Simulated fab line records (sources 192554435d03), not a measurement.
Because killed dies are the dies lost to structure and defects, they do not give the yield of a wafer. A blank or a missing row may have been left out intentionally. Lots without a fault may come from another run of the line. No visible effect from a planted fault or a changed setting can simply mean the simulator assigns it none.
Split-lot trial ; flow n5-finfet ; 21 wafers read from 7 lots, route of 1938 steps

## THE SPLIT ITSELF
At N5_BEOL_M1_COAT_67 (time 60 s, resist thk 60 nm), the setting spin-rpm was moved away from the recipe's 1500 rpm on 9 of the 21 wafers read, by -8.1% to +7.1%. All remaining wafers had this setting at the recipe value.

## FROM THE SPLIT TO THE READING: what the file shows between them, 11 steps
- N5_BEOL_M1_COAT_22: resist thk 30 nm (also split here: spin-rpm)
- N5_BEOL_M1_EBR_24
- N5_BEOL_M1_SOFTBAKE_23: time 60 s
- N5_BEOL_M1_EXPOSE_25: exposes mask V0, defocus 5 nm, target cd 24 nm
- N5_BEOL_M1_PEB_26: peb time 60 s
- N5_BEOL_M1_DEVELOP_27: develop time 30 s
- N5_BEOL_M1_ALD_98: deposits SiO2, target thk 2.5 nm, pulse time 1 s, co reactant pulse time 1 s
- N5_BEOL_M1_ETCHBACK_99: etches SiO2 in CHF3, target depth 5 nm, time 10.4 s
- N5_BEOL_M1_ETCH_70: etches SOC in N2/H2, target depth 80 nm, overetch 16 nm, time 120 s
- N5_BEOL_M1_STRIP_71: strips in N2/H2
- N5_BEOL_M1_STRIP_78: strips in N2/H2

## THE READING
SOC_of_BEOL_M1_COAT_67.thk-nm (the simulator's own value, which no gauge read), in nm, at N5_BEOL_M1_VIA_ETCH_34 (etches the open film in C4F6/O2, target depth 67.8 nm, time 64.4 s). The file does not state a usual value for it. The 12 wafers here that ran the recipe average 52.2 nm, standard deviation 0.17 nm.

wafer;tool, chamber at the split;spin-rpm as run, rpm;against the recipe;SOC_of_BEOL_M1_COAT_67.thk-nm, nm;against lot-mates on the recipe
L074.2;litho-track-04, 0;1378;-8.1%;54.6;no lot-mate on the recipe
L074.5;litho-track-04, 0;1378;-8.1%;54.6;no lot-mate on the recipe
L074.6;litho-track-04, 0;1378;-8.1%;54.6;no lot-mate on the recipe
L079.1;litho-track-03, 0;1607;+7.1%;50;-2.4
L079.6;litho-track-03, 0;1607;+7.1%;50;-2.4
L079.2;litho-track-03, 0;1500;recipe;52.4;-
L080.1;litho-track-02, 0;1500;recipe;52.2;-
L080.5;litho-track-02, 0;1500;recipe;52.2;-
L080.4;litho-track-02, 0;1500;recipe;52.4;-
L084.1;litho-track-02, 0;1556;+3.7%;50.8;-1.6
L084.3;litho-track-02, 0;1500;recipe;52.4;-
L084.6;litho-track-02, 0;1500;recipe;52.4;-
L087.4;litho-track-04, 0;1500;recipe;52;-
L087.5;litho-track-04, 0;1414;-5.7%;53.8;+1.8
L087.6;litho-track-04, 0;1414;-5.7%;53.8;+1.8
L088.2;litho-track-04, 0;1500;recipe;52;-
L088.4;litho-track-04, 0;1500;recipe;52;-
L088.5;litho-track-04, 0;1500;recipe;52;-
L091.1;litho-track-02, 0;1549;+3.3%;50.8;-1.3
L091.2;litho-track-02, 0;1500;recipe;52;-
L091.4;litho-track-02, 0;1500;recipe;52.2;-

THE FIT
A straight line over all 21 wafers: SOC_of_BEOL_M1_COAT_67.thk-nm changes by -0.305 nm for each +1% of spin-rpm; r = -0.99; the points scatter about the line by 0.17 nm.
The same after taking each lot's own level away (the mean of its wafers on the recipe; 18 wafers): -0.337 nm for each +1%; r = -1.00; scatter 0.11 nm.
According to that fit, moving spin-rpm by its largest amount changes the reading by 2.7 nm.
From 52.00 to 52.40 nm: that is the span of the lots' own levels, equal to 2.3 times the standard deviation above.
Hence the lot-to-lot level has little effect on the slope; both slopes agree.
Check: -2.46 nm against its lot-mates is what the line predicts for one of the wafers moved furthest among these (+7.1%) when that wafer is left out of the fit. It came out at -2.4 nm against them.

## OTHER SPLITS ON THESE WAFERS
Other splits were also applied to these wafers ahead of the reading. Each is held against what the fit with the lots' levels taken away leaves over:
other split on the same wafers;wafers away from the commonest value;r with SOC_of_BEOL_M1_COAT_67.thk-nm (lot level and that fit taken away)
N5_MOL_CONTACT_COAG_PECVD_31 temp-c;10;+0.08
N5_MOL_CONTACT_COAG_ALD_133 ald-cycles;8;+0.22
N5_MOL_CONTACT_COAG_VIA_ETCH_117 bias-w;8;-0.40
N5_BEOL_M0_SAQP_COAT_34 spin-rpm;5;+0.05
N5_BEOL_M1_COAT_22 spin-rpm;6;-0.05

## THE WHOLE CHAIN: every reading that the file lists as answering this split, in the file's order
step;what it does;reading;change (the file's fit);r (the file's)
N5_BEOL_M1_COAT_67;time 60 s, resist thk 60 nm;SOC_of_BEOL_M1_COAT_67.thk-nm (the simulator's own value, which no gauge read);-0.338 nm for each +1% of the setting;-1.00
N5_BEOL_M1_ETCH_70;etches SOC in N2/H2, target depth 80 nm, overetch 16 nm, time 120 s;etch.depth-nm (the simulator's own value, which no gauge read);-0.325 nm for each +1% of the setting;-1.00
N5_BEOL_M1_VIA_ETCH_34;etches the open film in C4F6/O2, target depth 67.8 nm, time 64.4 s;SOC_of_BEOL_M1_COAT_67.thk-nm (the simulator's own value, which no gauge read);-0.348 nm for each +1% of the setting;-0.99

## THE FILE'S OWN FIT
SOC_of_BEOL_M1_COAT_67.thk-nm changes by -0.348 nm for each +1% of spin-rpm, r = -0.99.
